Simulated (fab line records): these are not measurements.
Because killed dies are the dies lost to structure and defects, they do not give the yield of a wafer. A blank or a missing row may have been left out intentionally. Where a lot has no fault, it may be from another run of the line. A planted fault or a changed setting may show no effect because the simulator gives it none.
fab line records ; flow n5-finfet
[record] lots = 13; wafers = 39; last-day = 20
route steps=1938 shown SDB@373 TV_LITHO@1884 PASSIVATION@1925
lots that met no fault: from a run of the same line without faults
start-h: hours from the record's first day to the start of the lot's first wafer shown ; wait-h: hours from the lot's prior step to this one ; " identical to the entry in the row above ; L1.1+2: a row that stands for several wafers ; - no value present, or no start provided ; * or withheld: withheld ; < > ~ a bound
route shown NAME@n: NAME is a module with steps in the file, n the number in the route of the first one ; usual: average and standard deviation across the fault-free wafers ; same: alike in all rows ; chamber/n: place in a boat ; sites: the reading at each site ; _std_site: standard deviation of those values ; _edge_site: outer sites' mean less inner sites' ; radius-mm: how far each site lies from the wafer's centre ; mask NAME#n: copy n ; behind: the tool/chamber that last shaped the wafer ; hold: what put the lot on hold/how long, in hours/how the hold closed ; device: the n, p or np transistor that did not switch ; end of line: tests of these same wafers at the route's end ; a step given without rows: its recipe and nothing more ; killed: count of dies lost to structure and defects at first sort (not the wafer's yield) ; map: dies across one wafer; x = killed, . = not, _ = none there
set.NAME: the run value of the setting; set.NAME@STEP: its run value at that earlier step ; model.NAME: the simulator's own value behind a step, which no gauge read
one table for each step of the route and one row for each wafer, over a sample of lots
services: a tool's chamber out of use, with start hour (start-h, from the record's first day; less than 0 if before it), hours out, and reason
[[steps]]
[step N5_SDB_ALD_29]
[recipe] material = SiNx; target-thk-a = 300; temp-c = 400; ald-precursor-family = SiH2I2; ald-co-reactant = N2/H2-plasma; pulse-time-s = 1; ald-cycles = 600; purge-time-s = 2; co-reactant-purge-time-s = 2; pressure-torr = 2
[usual] heater-power-w = 845/70; precursor-pulse-height-rel = 0.998/0.018
lot.wafer;tool;chamber;start-h;wait-h;heater-power-w;precursor-pulse-height-rel
L320.2;ald-sin-02;3;72.67;0.0;791;0.989
L320.4;ald-sin-02;0;72.67;0.0;964;1.033
L320.6;ald-sin-02;3;74.02;1.4;822;0.997
L322.1;ald-sin-04;3;84.76;0.0;819;1.015
L322.3;ald-sin-04;0;84.76;0.0;901;1.000
L322.5;ald-sin-04;1;86.11;1.4;843;0.987
L323.2;ald-sin-03;0;89.55;0.0;783;0.977
L323.4;ald-sin-03;0;90.90;1.4;771;0.990
L323.5;ald-sin-03;1;90.90;1.4;814;0.972
L324.1;ald-sin-03;1;96.42;0.4;799;1.025
L324.2;ald-sin-03;0;96.42;0.4;780;0.974
L324.6;ald-sin-03;0;97.77;1.7;753;0.947
L325.1;ald-sin-02;2;108.88;0.0;940;1.010
L325.3;ald-sin-02;3;108.88;0.0;801;0.944
L325.6;ald-sin-02;0;110.23;1.4;979;0.979
L326.3;ald-sin-03;1;109.16;0.0;794;1.028
L326.4;ald-sin-03;2;109.16;0.0;823;1.020
L326.5;ald-sin-03;0;110.51;1.4;759;1.003
L327.2;ald-sin-03;2;117.46;0.0;821;1.019
L327.3;ald-sin-03;0;117.46;0.0;772;0.998
L327.5;ald-sin-03;0;118.82;1.4;778;1.011
L329.1;ald-sin-04;3;124.67;0.0;797;1.015
L329.3;ald-sin-04;0;124.67;0.0;903;0.988
L329.6;ald-sin-04;2;126.02;1.4;979;1.004
L331.3;ald-sin-03;0;139.16;0.0;763;0.999
L331.4;ald-sin-03;1;139.16;0.0;806;1.009
L331.5;ald-sin-03;2;140.52;1.4;806;0.996
L332.3;ald-sin-03;0;145.18;0.0;766;1.001
L332.5;ald-sin-03;3;146.53;1.4;786;0.996
L332.6;ald-sin-03;0;146.53;1.4;757;1.030
L336.3;ald-sin-04;0;166.83;0.0;928;1.003
L336.5;ald-sin-04;1;168.18;1.4;818;1.010
L336.6;ald-sin-04;3;168.18;1.4;776;1.018
L341.1;ald-sin-04;2;202.52;0.0;1003;1.018
L341.3;ald-sin-04;0;202.52;0.0;950;1.012
L341.5;ald-sin-04;0;203.87;1.4;926;0.966
L342.1;ald-sin-03;0;205.70;0.0;767;0.980
L342.2;ald-sin-03;2;205.70;0.0;816;1.010
L342.3;ald-sin-03;3;205.70;0.0;782;1.008
[step N5_PASSIVATION_OVL_MEAS_60]
[recipe] points-per-wafer = 44
[usual] TV_OVL = -1/5.7
lot.wafer;tool;chamber;start-h;wait-h;TV_OVL[nm]
L320.2;overlay-01;0;285.80;0.0;-5
L320.4;overlay-01;0;285.80;0.0;0
L320.6;overlay-01;0;285.80;0.0;-2
L324.1;overlay-01;0;299.52;0.0;9
L324.2;overlay-01;0;299.52;0.0;1
L324.6;overlay-01;0;299.52;0.0;-1
L322.1;overlay-01;0;312.19;0.0;-1
L322.3;overlay-01;0;312.19;0.0;-7
L322.5;overlay-01;0;312.19;0.0;-1
L323.2;overlay-02;0;325.71;0.0;5
L323.4;overlay-02;0;325.71;0.0;-4
L323.5;overlay-02;0;325.71;0.0;-11
L326.3;overlay-01;0;325.88;0.0;-3
L326.4;overlay-01;0;325.88;0.0;1
L326.5;overlay-01;0;325.88;0.0;2
L325.1;overlay-02;0;329.99;0.0;-9
L325.3;overlay-02;0;329.99;0.0;-8
L325.6;overlay-02;0;329.99;0.0;-13
L327.2;overlay-02;0;333.95;0.0;3
L327.3;overlay-02;0;333.95;0.0;9
L327.5;overlay-02;0;333.95;0.0;3
L329.1;overlay-02;0;338.09;0.0;11
L329.3;overlay-02;0;338.09;0.0;3
L329.6;overlay-02;0;338.09;0.0;-1
L331.3;overlay-02;0;353.61;0.0;5
L331.4;overlay-02;0;353.61;0.0;-1
L331.5;overlay-02;0;353.61;0.0;-2
L332.3;overlay-01;0;368.66;0.0;-3
L332.5;overlay-01;0;368.66;0.0;1
L332.6;overlay-01;0;368.66;0.0;-7
L336.3;overlay-01;0;389.04;0.0;-3
L336.5;overlay-01;0;389.04;0.0;-1
L336.6;overlay-01;0;389.04;0.0;11
L341.1;overlay-02;0;423.22;0.0;-4
L341.3;overlay-02;0;423.22;0.0;-13
L341.5;overlay-02;0;423.22;0.0;-7
L342.1;overlay-02;0;463.46;0.0;-2
L342.2;overlay-02;0;463.46;0.0;-4
L342.3;overlay-02;0;463.46;0.0;-2
[step N5_PASSIVATION_CD_MEAS_44]
[recipe] target-cd-nm = 40000; landing-energy-ev = 500; detector = se-inlens
[usual] cd-nm = 39998/3.4
lot.wafer;tool;chamber;start-h;wait-h;cd-nm
L320.2;cd-sem-02;0;289.42;-;40001
L320.4;cd-sem-02;0;289.42;-;39990
L320.6;cd-sem-02;0;289.42;-;39997
L324.1;cd-sem-01;0;304.77;-;40000
L324.2;cd-sem-01;0;304.77;-;40001
L324.6;cd-sem-01;0;304.77;-;39998
L322.1;cd-sem-01;0;315.77;-;40002
L322.3;cd-sem-01;0;315.77;-;39996
L322.5;cd-sem-01;0;315.77;-;39996
L323.2;cd-sem-02;0;329.23;-;39993
L323.4;cd-sem-02;0;329.23;-;39998
L323.5;cd-sem-02;0;329.23;-;39993
L326.3;cd-sem-03;0;329.47;-;39997
L326.4;cd-sem-03;0;329.47;-;39999
L326.5;cd-sem-03;0;329.47;-;40004
L325.1;cd-sem-01;0;333.39;-;39997
L325.3;cd-sem-01;0;333.39;-;40002
L325.6;cd-sem-01;0;333.39;-;39997
L327.2;cd-sem-02;0;337.29;-;39996
L327.3;cd-sem-02;0;337.29;-;39991
L327.5;cd-sem-02;0;337.29;-;39996
L329.1;cd-sem-03;0;341.76;-;39994
L329.3;cd-sem-03;0;341.76;-;40000
L329.6;cd-sem-03;0;341.76;-;40002
L331.3;cd-sem-02;0;357.40;-;39996
L331.4;cd-sem-02;0;357.40;-;39997
L331.5;cd-sem-02;0;357.40;-;40000
L332.3;cd-sem-03;0;372.18;-;40006
L332.5;cd-sem-03;0;372.18;-;39999
L332.6;cd-sem-03;0;372.18;-;40000
L336.3;cd-sem-01;0;394.66;-;39997
L336.5;cd-sem-01;0;394.66;-;39999
L336.6;cd-sem-01;0;394.66;-;39998
L341.1;cd-sem-02;0;426.27;-;40003
L341.3;cd-sem-02;0;426.27;-;40000
L341.5;cd-sem-02;0;426.27;-;39998
L342.1;cd-sem-03;0;467.16;-;39994
L342.2;cd-sem-03;0;467.16;-;39995
L342.3;cd-sem-03;0;467.16;-;39996
[step N5_PASSIVATION_OVL_MEAS_66]
[recipe] points-per-wafer = 44
[usual] PASS_OPEN_OVL = 1/4.7
lot.wafer;tool;chamber;start-h;wait-h;PASS_OPEN_OVL[nm]
L320.2;overlay-02;0;289.44;0.0;-3
L320.4;overlay-02;0;289.44;0.0;5
L320.6;overlay-02;0;289.44;0.0;5
L324.1;overlay-01;0;304.80;0.0;9
L324.2;overlay-01;0;304.80;0.0;7
L324.6;overlay-01;0;304.80;0.0;1
L322.1;overlay-01;0;315.80;0.0;-1
L322.3;overlay-01;0;315.80;0.0;-1
L322.5;overlay-01;0;315.80;0.0;-2
L323.2;overlay-02;0;329.26;0.0;1
L323.4;overlay-02;0;329.26;0.0;0
L323.5;overlay-02;0;329.26;0.0;7
L326.3;overlay-01;0;329.50;0.0;3
L326.4;overlay-01;0;329.50;0.0;-2
L326.5;overlay-01;0;329.50;0.0;2
L325.1;overlay-02;0;333.42;0.0;-5
L325.3;overlay-02;0;333.42;0.0;-7
L325.6;overlay-02;0;333.42;0.0;2
L327.2;overlay-02;0;337.32;0.0;6
L327.3;overlay-02;0;337.32;0.0;2
L327.5;overlay-02;0;337.32;0.0;0
L329.1;overlay-01;0;341.79;0.0;-5
L329.3;overlay-01;0;341.79;0.0;0
L329.6;overlay-01;0;341.79;0.0;-8
L331.3;overlay-01;0;357.43;0.0;2
L331.4;overlay-01;0;357.43;0.0;6
L331.5;overlay-01;0;357.43;0.0;-7
L332.3;overlay-02;0;372.21;0.0;8
L332.5;overlay-02;0;372.21;0.0;6
L332.6;overlay-02;0;372.21;0.0;5
L336.3;overlay-01;0;394.69;0.0;4
L336.5;overlay-01;0;394.69;0.0;3
L336.6;overlay-01;0;394.69;0.0;10
L341.1;overlay-01;0;426.30;0.0;-6
L341.3;overlay-01;0;426.30;0.0;-7
L341.5;overlay-01;0;426.30;0.0;-6
L342.1;overlay-02;0;467.19;0.0;5
L342.2;overlay-02;0;467.19;0.0;8
L342.3;overlay-02;0;467.19;0.0;8
[step N5_PASSIVATION_PROBE_49]
[usual] defect-limited-yield = 91.1/1.4; killed_at_M0_to_M3 = 32/9.3; killed_at_M4_up = 13/5.8; killed-at-contacts = 12/6.3; killed-at-front-end = 44/12; killed-at-other = 3.6/2.7; killed-dies = 104/17; killed-open = 69/13; killed-short = 34/6.9; sort_bin_5_function = 5.2/0.98; sort_bin_6_memory = 3.3/0.59; sort_bin_8_speed = 0.01/0.039; sort-n-pass = 1075/17
[same] gross-dies = 1180; killed-at-back-side = 0; sort_bin_4_leakage[%] = 0
lot.wafer;tool;chamber;start-h;wait-h;defect-limited-yield[%];killed_at_M0_to_M3;killed_at_M4_up;killed-at-contacts;killed-at-front-end;killed-at-other;killed-dies;killed-open;killed-short;sort_bin_5_function[%];sort_bin_6_memory[%];sort_bin_8_speed[%];sort-n-pass
L327.2;prober-01;-;341.14;0.1;89.6;41;6;17;53;6;123;91;32;6.5;3.4;0;1057
L327.3;prober-01;-;341.19;0.1;79.1;20;12;14;198;3;247;58;32;12.4;3.5;0.08;933
L327.5;prober-01;-;341.29;0.2;80.3;28;9;5;188;2;232;50;25;11.3;3.8;0.17;948
L331.3;prober-02;-;360.90;0.1;79.7;32;24;9;174;0;239;51;33;11.9;3.6;0;941
L331.4;prober-02;-;360.95;0.2;92.0;29;17;8;39;1;94;58;35;5.0;2.8;0;1086
L331.5;prober-02;-;361.00;0.2;89.9;35;22;5;56;1;119;78;39;5.7;4.2;0;1061
L332.3;prober-01;-;375.41;0.1;75.5;21;13;18;233;4;289;91;36;15.3;5.3;0;891
L332.5;prober-01;-;375.51;0.2;91.9;33;10;10;38;5;96;56;39;4.9;3.0;0;1084
L332.6;prober-01;-;375.56;0.3;78.5;25;13;15;198;3;254;67;32;13.6;4.3;0;926
L336.5;prober-01;-;398.37;0.2;90.1;39;6;26;44;2;117;77;39;5.5;4.2;0;1063
// killed by level:class
L327.2 MOL_CONTACT_COAG:geometric-particle:open=16 STI_FIN_REVEAL:geometric-particle:open=10 FIN_SAQP:geometric-particle:open=9 BEOL_M3:geometric-particle:open=8 BEOL_M1:geometric-particle:open=7 BEOL_M2:geometric-particle:open=7 FIN_SAQP:geometric-particle:short=6 BEOL_M0_SAQP:geometric-particle:open=6
L327.3 SDB:unspecified=155 MOL_CONTACT_COAG:geometric-particle:open=13 FIN_SAQP:geometric-particle:short=12 BEOL_M1:geometric-particle:open=7 FIN_SAQP:geometric-particle:open=6 DUMMY_GATE:geometric-particle:open=5 BEOL_M2:geometric-particle:open=4 STI_FIN_REVEAL:geometric-particle:open=3
L327.5 SDB:unspecified=155 STI_FIN_REVEAL:geometric-particle:open=8 GATE_CUT:geometric-particle:open=8 BEOL_M0_SAQP:geometric-particle:short=6 BEOL_M4:geometric-particle:open=6 BEOL_M0_SAQP:geometric-particle:open=4 STARTING-WAFER:geometric-particle:open=4 FIN_SAQP:geometric-particle:short=3
L331.3 SDB:unspecified=153 BEOL_M4:geometric-particle:open=14 BEOL_M0_SAQP:geometric-particle:short=11 MOL_CONTACT_COAG:geometric-particle:open=7 BEOL_M0_SAQP:geometric-particle:open=6 FIN_SAQP:geometric-particle:open=5 BEOL_M2:geometric-particle:open=5 STI_FIN_REVEAL:geometric-particle:open=5
L331.4 FIN_SAQP:geometric-particle:short=14 FIN_SAQP:geometric-particle:open=10 BEOL_M4:geometric-particle:open=10 BEOL_M0_SAQP:geometric-particle:open=8 STI_FIN_REVEAL:geometric-particle:open=7 MOL_CONTACT_COAG:geometric-particle:open=6 BEOL_M2:geometric-particle:open=6 BEOL_M0_SAQP:geometric-particle:short=4
L331.5 FIN_SAQP:geometric-particle:open=19 BEOL_M1:geometric-particle:short=10 FIN_SAQP:geometric-particle:short=9 STI_FIN_REVEAL:geometric-particle:open=9 BEOL_M0_SAQP:geometric-particle:open=9 BEOL_M4:geometric-particle:open=9 DUMMY_GATE:geometric-particle:open=5 BEOL_M2:geometric-particle:open=5
L332.3 SDB:unspecified=162 STI_FIN_REVEAL:geometric-particle:open=23 MOL_CONTACT_COAG:geometric-particle:open=14 BEOL_M3:geometric-particle:open=10 FIN_SAQP:geometric-particle:open=8 FIN_SAQP:geometric-particle:short=8 ILD0:geometric-particle:open=8 DUMMY_GATE:geometric-particle:open=4
L332.5 BEOL_M0_SAQP:geometric-particle:short=10 MOL_CONTACT_COAG:geometric-particle:open=9 FIN_SAQP:geometric-particle:short=8 BEOL_M2:geometric-particle:open=8 STI_FIN_REVEAL:geometric-particle:open=6 BEOL_M3:geometric-particle:open=5 BEOL_M4:geometric-particle:open=5 GATE_CUT:geometric-particle:short=4
L332.6 SDB:unspecified=155 MOL_CONTACT_COAG:geometric-particle:open=13 FIN_SAQP:geometric-particle:open=12 FIN_SAQP:geometric-particle:short=8 BEOL_M2:geometric-particle:open=6 BEOL_M4:geometric-particle:open=6 DUMMY_GATE:geometric-particle:open=4 BEOL_M8:geometric-particle:open=3
L336.5 MOL_CONTACT_COAG:geometric-particle:open=21 BEOL_M1:geometric-particle:open=10 GATE_CUT:geometric-particle:short=8 FIN_SAQP:geometric-particle:open=7 BEOL_M3:geometric-particle:open=7 BEOL_M0_SAQP:geometric-particle:short=7 SPACER0:geometric-particle:open=6 MOL_CONTACT_COAG:geometric-particle:short=5
[[services]]
tool;chamber;start-h;hours;kind
ald-sin-02;1;85.55;8.5;repair
ald-sin-03;3;87.77;16.2;repair
ald-sin-02;-;122.03;1.1;repair
ald-sin-02;-;148.80;0.9;repair
ald-sin-03;-;178.07;14.0;pm
ald-sin-03;0;178.07;14.0;vent-cycle
ald-sin-03;1;178.07;14.0;vent-cycle
ald-sin-03;2;178.07;14.0;vent-cycle
ald-sin-03;3;178.07;14.0;vent-cycle
ald-sin-03;0;192.07;-;clean
ald-sin-03;1;192.07;-;clean
ald-sin-03;2;192.07;-;clean
ald-sin-03;3;192.07;-;clean
[[key]]
[first-sign] step = N5_PASSIVATION_PROBE_49; reading = killed-at-front-end; direction = up; sigmas = 12; usual = 44; struck = 198
[effect] step = N5_PASSIVATION_PROBE_49; reading = defect-limited-yield; direction = down; sigmas = 8.8; usual = 91.1; struck = 78.6
[more-kills-born-at] N5_SDB_ALD_29@ald-sin-03 = 780
met-at N5_SDB_ALD_29
struck-lots L327,L331,L332
struck-wafers L327.3,L327.5,L331.3,L332.3,L332.6
not-acting-at N5_PASSIVATION_OVL_MEAS_60,N5_PASSIVATION_CD_MEAS_44,N5_PASSIVATION_OVL_MEAS_66
onset-between 109.16 117.46
[fault] kind = chamber-particle-source; tool = ald-sin-03; chamber = 0; onset-h = 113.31; steps = N5_SDB_ALD_29; rate-per-visit-cm2 = 2.0047; end-h = 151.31
